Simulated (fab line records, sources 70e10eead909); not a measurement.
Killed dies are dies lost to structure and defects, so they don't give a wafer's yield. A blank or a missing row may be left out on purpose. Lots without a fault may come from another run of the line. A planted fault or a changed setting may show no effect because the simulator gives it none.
Which tool did it? | flow nand_harc | 23 lots, 69 wafers sampled, at 3 steps of a route of 1159

WHAT THE GAUGES READ, wafer by wafer
NHARC_A_CHANNEL_HOLE_D1_INSPECT_40. Usual: raw_defect_count 60, standard deviation 15.
lot  | measured     | on                | raw_defect_count | flag
L074 | day 9 02:37  | defect_inspect-01 | 53 66 68         |
L075 | day 9 02:46  | defect_inspect-01 | 60 44 54         |
L077 | day 9 06:44  | defect_inspect-02 | 45 44 35         |
L076 | day 9 06:56  | defect_inspect-01 | 87 65 70         |
L078 | day 9 19:38  | defect_inspect-01 | 33 47 60         |
L080 | day 10 04:07 | defect_inspect-01 | 58 51 66         |
L081 | day 10 04:32 | defect_inspect-01 | 55 87 67         |
L079 | day 10 08:14 | defect_inspect-01 | 66 60 62         |
L082 | day 10 13:29 | defect_inspect-01 | 38 64 56         |
L084 | day 11 01:21 | defect_inspect-01 | 76 58 59         |
L083 | day 11 03:13 | defect_inspect-02 | 53 53 43         |
L088 | day 11 19:15 | defect_inspect-02 | 50 77 58         |
L085 | day 12 00:19 | defect_inspect-02 | 48 67 63         |
L090 | day 12 11:20 | defect_inspect-01 | 96 52 57         |
L089 | day 12 13:04 | defect_inspect-02 | 85 72 74         |
L086 | day 12 15:30 | defect_inspect-02 | 34 45 23         |
L091 | day 12 22:46 | defect_inspect-02 | 52 58 69         |
L094 | day 13 02:40 | defect_inspect-02 | 78 63 67         |
L092 | day 13 02:55 | defect_inspect-02 | 43 90 63         |
L093 | day 13 06:51 | defect_inspect-01 | 78 61 92         |
L097 | day 14 05:34 | defect_inspect-02 | 67 62 71         |
L095 | day 14 09:44 | defect_inspect-01 | 75 55 58         |
L096 | day 14 13:54 | defect_inspect-01 | 56 69 82         |

WHICH TOOL RAN EACH LOT (tool, then ch and the chambers of the sampled wafers, then the start)
lot  | NHARC_A_CHANNEL_HOLE_D1_ETCH_19  | NHARC_A_CHANNEL_HOLE_D1_ETCH_44
L074 | har_etch-02 ch 0,1, day 8 20:55  | rie_diel-13 ch 0,1, day 9 01:38
L075 | har_etch-01 ch 0,1, day 8 21:03  | rie_diel-03 ch 1,2, day 9 01:47
L077 | har_etch-02 ch 0,1, day 9 01:05  | rie_diel-03 ch 0,1,3, day 9 05:46
L076 | har_etch-01 ch 0,1, day 9 01:13  | rie_diel-13 ch 1,2,3, day 9 05:57
L078 | har_etch-01 ch 0,1, day 9 13:56  | rie_diel-08 ch 1,2,3, day 9 18:40
L080 | har_etch-02 ch 0,1, day 9 22:21  | rie_diel-13 ch 1,3, day 10 03:07
L081 | har_etch-01 ch 0,1, day 9 22:30  | rie_diel-13 ch 0,1,3, day 10 03:34
L079 | har_etch-02 ch 0,1, day 10 02:33 | rie_diel-13 ch 0,2,3, day 10 07:14
L082 | har_etch-01 ch 0,1, day 10 07:46 | rie_diel-13 ch 1,3, day 10 12:29
L084 | har_etch-01 ch 0,1, day 10 19:39 | rie_diel-13 ch 0,2, day 11 00:22
L083 | har_etch-02 ch 0,1, day 10 21:20 | rie_diel-03 ch 1,2, day 11 02:07
L088 | har_etch-02 ch 0,1, day 11 13:35 | rie_diel-13 ch 0,3, day 11 18:16
L085 | har_etch-01 ch 1, day 11 18:34   | rie_diel-13 ch 0,1,3, day 11 23:18
L090 | har_etch-02 ch 0,1, day 12 05:39 | rie_diel-03 ch 0,3, day 12 10:22
L089 | har_etch-01 ch 0,1, day 12 07:22 | rie_diel-03 ch 0,2,3, day 12 12:06
L086 | har_etch-02 ch 0,1, day 12 09:52 | rie_diel-03 ch 0,1,3, day 12 14:32
L091 | har_etch-02 ch 0,1, day 12 17:02 | rie_diel-13 ch 1,2, day 12 21:47
L094 | har_etch-01 ch 0,1, day 12 20:58 | rie_diel-13 ch 0,3, day 13 01:41
L092 | har_etch-02 ch 0,1, day 12 21:14 | rie_diel-03 ch 0,1,2, day 13 01:56
L093 | har_etch-01 ch 0,1, day 13 01:10 | rie_diel-03 ch 2,3, day 13 05:51
L097 | har_etch-02 ch 0,1, day 13 23:51 | rie_diel-03 ch 0,2,3, day 14 04:35
L095 | har_etch-02 ch 0,1, day 14 04:01 | rie_diel-03 ch 0,2, day 14 08:45
L096 | har_etch-02 ch 0,1, day 14 08:11 | rie_diel-08 ch 1,2,3, day 14 12:55
- NHARC_A_CHANNEL_HOLE_D1_ETCH_19: etches the open film in C4F8/O2/Ar, time 34.5 s.
- NHARC_A_CHANNEL_HOLE_D1_ETCH_44: etches the open film in CF4/O2, target depth 140 nm, overetch 14 nm, time 77 s.

WHAT THE TOOLS THEMSELVES READ (means of the sampled wafers that have a number; where no wafer has one, the mark that the record gives instead)
NHARC_A_CHANNEL_HOLE_D1_ETCH_19. Usual: drypump_motor_current_A 5.6 A, standard deviation 0.35; showerhead_plenum_p_Torr 3.79 Torr, standard deviation 0.15; temp_c -20.01 C, standard deviation 0.11; throttle_valve_pct 37.037 %, standard deviation 0.0087.
lot  | tool        | drypump_motor_current_A (A) | showerhead_plenum_p_Torr (Torr) | temp_c (C) | throttle_valve_pct (%) | flag
L074 | har_etch-02 | 5.6                         | 3.69                            | -20.00     | 37.036                 |
L075 | har_etch-01 | 5.8                         | 3.87                            | -19.99     | 37.040                 |
L077 | har_etch-02 | 5.5                         | 3.69                            | -20.00     | 37.038                 |
L076 | har_etch-01 | 5.4                         | 3.87                            | -20.05     | 37.035                 |
L078 | har_etch-01 | 5.8                         | 3.87                            | -20.03     | 37.035                 |
L080 | har_etch-02 | 5.7                         | 3.80                            | -19.95     | 37.040                 |
L081 | har_etch-01 | 5.4                         | 3.87                            | -20.00     | 37.037                 |
L079 | har_etch-02 | 5.6                         | 3.68                            | -19.95     | 37.038                 |
L082 | har_etch-01 | 5.8                         | 3.86                            | -20.06     | 37.031                 |
L084 | har_etch-01 | 5.7                         | 3.86                            | -20.02     | 37.026                 |
L083 | har_etch-02 | 5.6                         | 3.68                            | -20.11     | 37.043                 |
L088 | har_etch-02 | 5.6                         | 3.68                            | -20.05     | 37.041                 |
L085 | har_etch-01 | 5.1                         | 3.85                            | -20.18     | 37.034                 |
L090 | har_etch-02 | 5.7                         | 3.78                            | -19.99     | 37.046                 |
L089 | har_etch-01 | 5.8                         | 3.85                            | -19.97     | 37.030                 |
L086 | har_etch-02 | 5.6                         | 3.67                            | -19.98     | 37.030                 |
L091 | har_etch-02 | 5.5                         | 3.67                            | -20.05     | 37.025                 |
L094 | har_etch-01 | 5.8                         | 3.85                            | -20.00     | 37.046                 |
L092 | har_etch-02 | 5.6                         | 3.66                            | -19.94     | 37.042                 |
L093 | har_etch-01 | 5.8                         | 3.85                            | -20.18     | 37.036                 |
L097 | har_etch-02 | 5.7                         | 3.77                            | -20.10     | 37.039                 |
L095 | har_etch-02 | 5.7                         | 3.77                            | -20.00     | 37.033                 |
L096 | har_etch-02 | 5.6                         | 3.66                            | -20.04     | 37.043                 |

NHARC_A_CHANNEL_HOLE_D1_ETCH_44. Usual: drypump_motor_current_A 6.0 A, standard deviation 0.37; oes_product_au 0.998 a.u., standard deviation 0.0071; rf_vpp_V 198.2 V, standard deviation 1.3; showerhead_plenum_p_Torr 1.35 Torr, standard deviation 0.046; throttle_valve_pct 13.398 %, standard deviation 0.0091.
lot  | tool        | drypump_motor_current_A (A) | oes_product_au (a.u.) | rf_vpp_V (V) | showerhead_plenum_p_Torr (Torr) | throttle_valve_pct (%) | flag
L074 | rie_diel-13 | 5.8                         | 0.997                 | 197.6        | 1.34                            | 13.399                 |
L075 | rie_diel-03 | 5.9                         | 1.003                 | 198.2        | 1.34                            | 13.390                 |
L077 | rie_diel-03 | 6.2                         | 1.003                 | 198.9        | 1.37                            | 13.398                 |
L076 | rie_diel-13 | 5.8                         | 1.004                 | 197.2        | 1.33                            | 13.397                 |
L078 | rie_diel-08 | 6.1                         | 0.998                 | 199.0        | 1.41                            | 13.400                 |
L080 | rie_diel-13 | 5.7                         | 1.002                 | 198.3        | 1.39                            | 13.407                 |
L081 | rie_diel-13 | 5.9                         | 0.999                 | 198.4        | 1.36                            | 13.396                 |
L079 | rie_diel-13 | 6.0                         | 0.993                 | 197.4        | 1.33                            | 13.394                 |
L082 | rie_diel-13 | 5.7                         | 1.006                 | 197.8        | 1.36                            | 13.399                 |
L084 | rie_diel-13 | 6.2                         | 0.998                 | 197.0        | 1.30                            | 13.393                 |
L083 | rie_diel-03 | 5.6                         | 1.000                 | 198.0        | 1.34                            | 13.386                 |
L088 | rie_diel-13 | 6.0                         | 1.001                 | 199.1        | 1.38                            | 13.400                 |
L085 | rie_diel-13 | 5.9                         | 0.994                 | 198.2        | 1.36                            | 13.397                 |
L090 | rie_diel-03 | 6.2                         | 0.990                 | 198.3        | 1.38                            | 13.393                 |
L089 | rie_diel-03 | 5.9                         | 0.987                 | 197.4        | 1.37                            | 13.387                 |
L086 | rie_diel-03 | 6.2                         | 0.994                 | 199.8        | 1.37                            | 13.406                 |
L091 | rie_diel-13 | 5.7                         | 1.006                 | 197.4        | 1.31                            | 13.394                 |
L094 | rie_diel-13 | 6.1                         | 0.995                 | 198.3        | 1.36                            | 13.405                 |
L092 | rie_diel-03 | 5.9                         | 0.994                 | 198.8        | 1.35                            | 13.404                 |
L093 | rie_diel-03 | 5.9                         | 0.990                 | 198.4        | 1.37                            | 13.398                 |
L097 | rie_diel-03 | 5.9                         | 1.001                 | 197.9        | 1.37                            | 13.401                 |
L095 | rie_diel-03 | 5.5                         | 0.998                 | 198.4        | 1.35                            | 13.397                 |
L096 | rie_diel-08 | 6.0                         | 1.003                 | 199.3        | 1.41                            | 13.391                 |

THE ANSWER, worked out from the rows above alone
Rule: a lot is off if the mean of its wafers that have a number lies more than 3 standard deviations from the usual mean. A lot without any number at a reading at which 4 lots or more have one is off too. The other lots that the step has rows for count as sound. The gauges are gone through in route order, then the tools' own readings, and for those a lot's mean is taken as printed above. The first step at which some lot is off is used, and at that step the reading that is off furthest; a lot without a number counts as furthest.
No lot is off at any reading shown: from this, nothing can be told.

WHAT THE SIMULATOR HAD PUT IN
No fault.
